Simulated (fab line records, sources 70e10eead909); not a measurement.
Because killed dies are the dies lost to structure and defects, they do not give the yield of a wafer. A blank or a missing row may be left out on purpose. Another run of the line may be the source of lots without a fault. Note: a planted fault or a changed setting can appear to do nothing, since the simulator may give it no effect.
Which tool did it? | flow nand harc | 72 wafers from 24 lots sampled at 5 of the route's 1302 steps

## WHAT EACH GAUGE READ, for each wafer
NHARC_P_CONTACT_INSPECT_14. Usual: 4.2 for raw defect count, sd 2.1.
lot  | measured     | on                | raw defect count | flag
L074 | day 5 17:36  | defect inspect-02 | 2 3 4            |
L075 | day 6 06:29  | defect inspect-02 | 2 6 5            |
L076 | day 6 17:07  | defect inspect-01 | 6 8 1            |
L077 | day 7 06:10  | defect inspect-01 | 4 4 9            |
L078 | day 7 10:54  | defect inspect-02 | 2 4 7            |
L079 | day 7 23:05  | defect inspect-02 | 6 3 4            |
L080 | day 8 07:53  | defect inspect-01 | 2 8 2            |
L081 | day 8 19:04  | defect inspect-01 | 5 3 6            |
L082 | day 9 07:33  | defect inspect-01 | 3 4 5            |
L083 | day 9 11:33  | defect inspect-01 | 1 3 5            |
L084 | day 10 05:19 | defect inspect-01 | 4 2 3            |
L085 | day 10 11:19 | defect inspect-02 | 3 1 5            |
L086 | day 11 01:57 | defect inspect-02 | 2 3 2            |
L087 | day 11 03:16 | defect inspect-02 | 4 7 4            |
L089 | day 12 07:51 | defect inspect-02 | 8 4 7            |
L088 | day 12 08:58 | defect inspect-02 | 3 3 3            |
L091 | day 13 03:27 | defect inspect-02 | 5 4 2            |
L090 | day 13 04:14 | defect inspect-02 | 2 3 8            |
L092 | day 13 19:55 | defect inspect-01 | 6 5 5            |
L094 | day 14 07:13 | defect inspect-02 | 3 3 7            |
L095 | day 14 08:03 | defect inspect-01 | 7 7 6            |
L093 | day 14 13:11 | defect inspect-01 | 5 4 3            |
L096 | day 14 21:55 | defect inspect-01 | 4 3 5            |
L097 | day 15 09:53 | defect inspect-02 | 3 1 5            |

NHARC_P_M0_CD_MEAS_09 targets a cd of 90 nm. Usual: 89.9 nm for cd nm, sd 0.65.
lot  | measured     | on        | cd nm (nm)     | flag
L074 | day 5 21:32  | cd sem-03 | 90.2 90.3 90.2 |
L075 | day 6 10:59  | cd sem-02 | 90.2 89.9 89.6 |
L076 | day 6 21:11  | cd sem-03 | 90.3 90.5 89.8 |
L077 | day 7 10:14  | cd sem-01 | 89.0 89.7 89.2 |
L078 | day 7 14:52  | cd sem-01 | 89.6 89.5 89.5 |
L079 | day 8 03:02  | cd sem-03 | 90.0 89.9 90.1 |
L080 | day 8 12:04  | cd sem-01 | 87.9 89.8 89.0 |
L081 | day 8 23:49  | cd sem-01 | 90.1 90.6 90.9 |
L082 | day 9 11:35  | cd sem-01 | 90.3 89.4 89.9 |
L083 | day 9 15:28  | cd sem-03 | 90.3 90.8 90.6 |
L084 | day 10 09:25 | cd sem-03 | 90.6 90.5 90.1 |
L085 | day 10 15:13 | cd sem-01 | 91.0 90.4 90.8 |
L086 | day 11 06:13 | cd sem-02 | 90.1 89.4 89.5 |
L087 | day 11 07:28 | cd sem-01 | 89.1 89.3 89.6 |
L089 | day 12 12:11 | cd sem-03 | 90.2 90.1 90.1 |
L088 | day 12 13:04 | cd sem-03 | 90.2 89.9 90.3 |
L091 | day 13 07:29 | cd sem-02 | 89.9 89.6 89.1 |
L090 | day 13 08:16 | cd sem-02 | 90.8 90.6 90.9 |
L092 | day 14 00:14 | cd sem-03 | 89.3 89.1 89.4 |
L094 | day 14 11:16 | cd sem-01 | 89.7 89.0 88.6 |
L095 | day 14 12:08 | cd sem-03 | 89.5 90.3 89.1 |
L093 | day 14 17:20 | cd sem-03 | 89.0 89.7 89.0 |
L096 | day 15 02:16 | cd sem-03 | 90.5 91.2 90.5 |
L097 | day 15 13:50 | cd sem-02 | 89.9 89.8 90.0 |

## WHAT TOOL EACH LOT RAN ON (gives the tool, then ch and the chambers of the sampled wafers, and finally the start)
lot  | NHARC_P_GATE_HM_OPEN_105                      | NHARC_P_GATE_STRIP_75                | NHARC_P_GATE_RTA_80
L074 | rie diel-03 ch 1,2, day 5 10:15 or earlier    | plasma asher-02 ch 0,1, day 5 10:15  | rtp anneal-01 ch 0, day 5 15:13
L075 | rie diel-07 ch 0,1,3, day 5 23:02 or earlier  | plasma asher-02 ch 0,1, day 5 23:02  | rtp anneal-02 ch 0, day 6 04:08
L076 | rie diel-07 ch 1,2,3, day 6 09:44 or earlier  | plasma asher-02 ch 0,1, day 6 09:44  | rtp anneal-02 ch 0, day 6 14:49
L077 | rie diel-07 ch 1,3, day 6 22:51 or earlier    | plasma asher-01 ch 0,1, day 6 22:51  | rtp anneal-02 ch 0, day 7 03:54
L078 | rie diel-03 ch 0,1,2, day 7 03:15 or earlier  | plasma asher-01 ch 0,1, day 7 03:15  | rtp anneal-02 ch 0, day 7 08:23
L079 | rie diel-05 ch 1,3, day 7 15:38 or earlier    | plasma asher-02 ch 0,1, day 7 15:38  | rtp anneal-01 ch 0, day 7 20:43
L080 | rie diel-07 ch 0,1,2, day 8 00:29 or earlier  | plasma asher-02 ch 0,1, day 8 00:29  | rtp anneal-01 ch 0, day 8 05:33
L081 | rie diel-03 ch 0,2, day 8 11:22 or earlier    | plasma asher-01 ch 0,1, day 8 11:22  | rtp anneal-01 ch 0, day 8 16:26
L082 | rie diel-05 ch 0,1, day 9 00:01 or earlier    | plasma asher-01 ch 0,1, day 9 00:01  | rtp anneal-01 ch 0, day 9 05:08
L083 | rie diel-03 ch 0,2, day 9 04:17 or earlier    | plasma asher-02 ch 0,1, day 9 04:17  | rtp anneal-02 ch 0, day 9 09:16
L084 | rie diel-05 ch 0,3, day 9 21:46 or earlier    | plasma asher-02 ch 0,1, day 9 21:46  | rtp anneal-02 ch 0, day 10 02:52
L085 | rie diel-05 ch 0,1,3, day 10 04:03 or earlier | plasma asher-01 ch 0,1, day 10 04:03 | rtp anneal-02 ch 0, day 10 09:05
L086 | rie diel-07 ch 0,1, day 10 18:25 or earlier   | plasma asher-01 ch 0,1, day 10 18:25 | rtp anneal-02 ch 0, day 10 23:28
L087 | rie diel-05 ch 0,1,2, day 10 19:34 or earlier | plasma asher-01 ch 0,1, day 10 19:34 | rtp anneal-01 ch 0, day 11 00:46
L089 | rie diel-05 ch 1,2,3, day 12 00:35 or earlier | plasma asher-01 ch 0,1, day 12 00:35 | rtp anneal-02 ch 0, day 12 05:28
L088 | rie diel-07 ch 1,3, day 12 01:33 or earlier   | plasma asher-01 ch 0,1, day 12 01:33 | rtp anneal-01 ch 0, day 12 06:38
L091 | rie diel-03 ch 0,1,3, day 12 20:00 or earlier | plasma asher-01 ch 0,1, day 12 20:00 | rtp anneal-02 ch 0, day 13 01:04
L090 | rie diel-07 ch 0,1,3, day 12 20:36 or earlier | plasma asher-02 ch 0,1, day 12 20:36 | rtp anneal-02 ch 0, day 13 01:56
L092 | rie diel-07 ch 0,2, day 13 12:14 or earlier   | plasma asher-01 ch 0,1, day 13 12:14 | rtp anneal-02 ch 0, day 13 17:30
L094 | rie diel-05 ch 0,3, day 13 23:47 or earlier   | plasma asher-01 ch 0,1, day 13 23:47 | rtp anneal-01 ch 0, day 14 04:45
L095 | rie diel-03 ch 0,2,3, day 13 23:57 or earlier | plasma asher-02 ch 1, day 13 23:57   | rtp anneal-02 ch 0, day 14 05:40
L093 | rie diel-03 ch 0,1,2, day 14 05:58 or earlier | plasma asher-02 ch 0,1, day 14 05:58 | rtp anneal-02 ch 0, day 14 10:56
L096 | rie diel-05 ch 1,2, day 14 14:37 or earlier   | plasma asher-02 ch 0,1, day 14 14:37 | rtp anneal-02 ch 0, day 14 19:32
L097 | rie diel-07 ch 0,1,3, day 15 02:32 or earlier | plasma asher-01 ch 0,1, day 15 02:32 | rtp anneal-02 ch 0, day 15 07:29
- NHARC_P_GATE_HM_OPEN_105: chemistry O2/COS, target depth 360 nm.
- NHARC_P_GATE_STRIP_75: strips in O2.
- NHARC_P_GATE_RTA_80: time 30 s.

## AS READ BY THE TOOLS THEMSELVES (means over the sampled wafers that have a number; for cases with no such wafer, the mark the record gives instead)
NHARC_P_GATE_HM_OPEN_105. Usual: drypump motor current A 5.8 A, standard deviation 0.45; oes product au 1.000 a.u., standard deviation 0.0072; rf vpp V 467.7 V, standard deviation 3; showerhead plenum p Torr 3.15 Torr, standard deviation 0.14; throttle valve pct 28.331 %, standard deviation 0.0096.
lot  | tool        | drypump motor current A (A) | oes product au (a.u.) | rf vpp V (V) | showerhead plenum p Torr (Torr) | throttle valve pct (%) | flag
L074 | rie diel-03 | 6.0                         | 0.997                 | 465.3        | 3.06                            | 28.323                 |
L075 | rie diel-07 | 6.0                         | 0.999                 | 466.9        | 3.10                            | 28.332                 |
L076 | rie diel-07 | 5.7                         | 0.991                 | 466.1        | 3.07                            | 28.336                 |
L077 | rie diel-07 | 5.7                         | 0.997                 | 466.7        | 3.07                            | 28.324                 |
L078 | rie diel-03 | 5.9                         | 1.001                 | 466.4        | 3.10                            | 28.332                 |
L079 | rie diel-05 | 5.9                         | 1.007                 | 469.8        | 3.27                            | 28.331                 |
L080 | rie diel-07 | 5.8                         | 1.011                 | 465.5        | 3.04                            | 28.335                 |
L081 | rie diel-03 | 5.9                         | 0.994                 | 467.6        | 3.14                            | 28.328                 |
L082 | rie diel-05 | 5.9                         | 1.004                 | 469.5        | 3.25                            | 28.325                 |
L083 | rie diel-03 | 6.2                         | 0.991                 | 470.1        | 3.24                            | 28.324                 |
L084 | rie diel-05 | 6.1                         | 1.007                 | 469.0        | 3.24                            | 28.329                 |
L085 | rie diel-05 | 6.0                         | 1.006                 | 469.8        | 3.24                            | 28.328                 |
L086 | rie diel-07 | 6.0                         | 0.998                 | 466.4        | 3.07                            | 28.335                 |
L087 | rie diel-05 | 5.7                         | 1.000                 | 469.2        | 3.27                            | 28.324                 |
L089 | rie diel-05 | 5.6                         | 0.994                 | 470.6        | 3.29                            | 28.328                 |
L088 | rie diel-07 | 5.8                         | 1.002                 | 466.5        | 3.13                            | 28.329                 |
L091 | rie diel-03 | 5.5                         | 0.997                 | 464.0        | 3.00                            | 28.329                 |
L090 | rie diel-07 | 6.0                         | 0.993                 | 466.6        | 3.10                            | 28.337                 |
L092 | rie diel-07 | 5.7                         | 0.996                 | 466.4        | 3.05                            | 28.338                 |
L094 | rie diel-05 | 6.1                         | 1.002                 | 470.1        | 3.24                            | 28.341                 |
L095 | rie diel-03 | 5.8                         | 1.000                 | 467.7        | 3.14                            | 28.332                 |
L093 | rie diel-03 | 5.9                         | 0.999                 | 466.8        | 3.10                            | 28.330                 |
L096 | rie diel-05 | 5.5                         | 0.996                 | 470.9        | 3.30                            | 28.332                 |
L097 | rie diel-07 | 5.9                         | 1.003                 | 466.3        | 3.10                            | 28.332                 |

NHARC_P_GATE_STRIP_75. Usual: drypump motor current A 5.5 A, standard deviation 0.62; heater power w 335 W, standard deviation 20.
lot  | tool            | drypump motor current A (A) | heater power w (W) | flag
L074 | plasma asher-02 | 5.3                         | 336                |
L075 | plasma asher-02 | 5.3                         | 342                |
L076 | plasma asher-02 | 5.3                         | 335                |
L077 | plasma asher-01 | 5.4                         | 337                |
L078 | plasma asher-01 | 6.0                         | 324                |
L079 | plasma asher-02 | 5.4                         | 345                |
L080 | plasma asher-02 | 5.3                         | 334                |
L081 | plasma asher-01 | 6.0                         | 322                |
L082 | plasma asher-01 | 5.4                         | 337                |
L083 | plasma asher-02 | 5.3                         | 346                |
L084 | plasma asher-02 | 5.3                         | 340                |
L085 | plasma asher-01 | 5.4                         | 334                |
L086 | plasma asher-01 | 5.4                         | 331                |
L087 | plasma asher-01 | 5.4                         | 331                |
L089 | plasma asher-01 | 5.4                         | 335                |
L088 | plasma asher-01 | 6.0                         | 322                |
L091 | plasma asher-01 | 5.4                         | 340                |
L090 | plasma asher-02 | 5.4                         | 345                |
L092 | plasma asher-01 | 5.4                         | 334                |
L094 | plasma asher-01 | 5.4                         | 334                |
L095 | plasma asher-02 | 5.2                         | 310                |
L093 | plasma asher-02 | 5.3                         | 334                |
L096 | plasma asher-02 | 5.3                         | 335                |
L097 | plasma asher-01 | 5.4                         | 333                |

NHARC_P_GATE_RTA_80. Usual: lamp power pct 2.193 %, standard deviation 0.026; wafer_temp_C_max 301.28, standard deviation 0.28.
lot  | tool          | lamp power pct (%) | wafer_temp_C_max | flag
L074 | rtp anneal-01 | 2.154              | 301.25           |
L075 | rtp anneal-02 | 2.217              | 301.36           |
L076 | rtp anneal-02 | 2.210              | 301.16           |
L077 | rtp anneal-02 | 2.210              | 301.27           |
L078 | rtp anneal-02 | 2.209              | 301.40           |
L079 | rtp anneal-01 | 2.152              | 300.98           |
L080 | rtp anneal-01 | 2.155              | 301.33           |
L081 | rtp anneal-01 | 2.153              | 301.32           |
L082 | rtp anneal-01 | 2.157              | 300.79           |
L083 | rtp anneal-02 | 2.209              | 301.60           |
L084 | rtp anneal-02 | 2.213              | 301.22           |
L085 | rtp anneal-02 | 2.208              | 301.36           |
L086 | rtp anneal-02 | 2.211              | 301.64           |
L087 | rtp anneal-01 | 2.152              | 301.17           |
L089 | rtp anneal-02 | 2.215              | 300.94           |
L088 | rtp anneal-01 | 2.160              | 301.21           |
L091 | rtp anneal-02 | 2.211              | 301.59           |
L090 | rtp anneal-02 | 2.209              | 300.97           |
L092 | rtp anneal-02 | 2.210              | 301.24           |
L094 | rtp anneal-01 | 2.161              | 301.30           |
L095 | rtp anneal-02 | 2.212              | 301.29           |
L093 | rtp anneal-02 | 2.209              | 301.50           |
L096 | rtp anneal-02 | 2.210              | 301.10           |
L097 | rtp anneal-02 | 2.213              | 301.24           |

## THE ANSWER, worked out from the rows above alone
Rule: take the mean of a lot's wafers that have a number; if it is more than 3 standard deviations from the usual mean, the lot is off. Also off: a lot with no number at a reading for which 4 or more lots have one. All remaining lots with rows at the step are treated as sound. The gauges are gone through in route order, then the tools' own readings, and for those a lot's mean is taken as printed above. At the first step where some lot is off, the reading lying furthest off is the one used; lots without a number count as furthest.
None of the lots is off at any reading shown; this tells nothing.

## WHAT WAS PUT IN BY THE SIMULATOR
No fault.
